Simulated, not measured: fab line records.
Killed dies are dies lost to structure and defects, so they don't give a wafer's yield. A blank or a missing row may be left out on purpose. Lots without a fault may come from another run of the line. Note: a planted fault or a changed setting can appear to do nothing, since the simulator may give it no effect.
Chamber matching	flow n5-finfet	N5_BEOL_M7_DEP_56 on pecvd-01: 3 sister chambers
The step deposits SiCN from 3MS/NH3, target thk 10 nm, time 17.5 s. 6 wafers are shown with their chamber, then 8 later ones without.

## WAFERS PAIRED WITH THEIR CHAMBERS
wafer	chamber	throttle-valve-pct (%)	showerhead-plenum-p-Torr (Torr)
L081.5	0	9.0	3.661
L084.1	2	7.9	3.662
L084.3	0	9.2	3.663
L085.3	2	8.2	3.656
L085.6	1	9.9	3.649
L086.3	1	10.0	3.657

## WAFERS WITH NO CHAMBER GIVEN
wafer	throttle-valve-pct (%)	showerhead-plenum-p-Torr (Torr)
L086.4	9.7	3.650
L086.6	8.9	3.658
L094.2	9.9	3.656
L094.3	8.1	3.648
L094.6	8.5	3.653
L097.2	8.5	3.662
L097.4	10.2	3.656
L097.5	9.2	3.670

## EACH ONE'S CHAMBER
wafer	from the rows above	in truth
L086.4	1	1
L086.6	0	0
L094.2	1	1
L094.3	2	2
L094.6	can't be placed: 2 or 0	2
L097.2	can't be placed: 2 or 0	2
L097.4	1	1
L097.5	0	0
Placed correctly: 6 of 8. From these rows, 2 cannot be placed; in 2 the true chamber is one of the candidates. Wrongly placed: 0.
How it was worked out, from the rows above alone: a wafer's distance from a chamber is the root of the sum, over the readings, of the square of ((its reading less the chamber's mean) divided by the reading's scatter). If the next closest chamber is less than 2 further off than the closest, the wafer can't be placed; otherwise it belongs to the closest. The mean given for a chamber averages the wafers shown for that chamber. The scatter: the root of (the sum of the squares of (reading less its chamber's mean) over the shown wafers, divided by (wafers less chambers)).
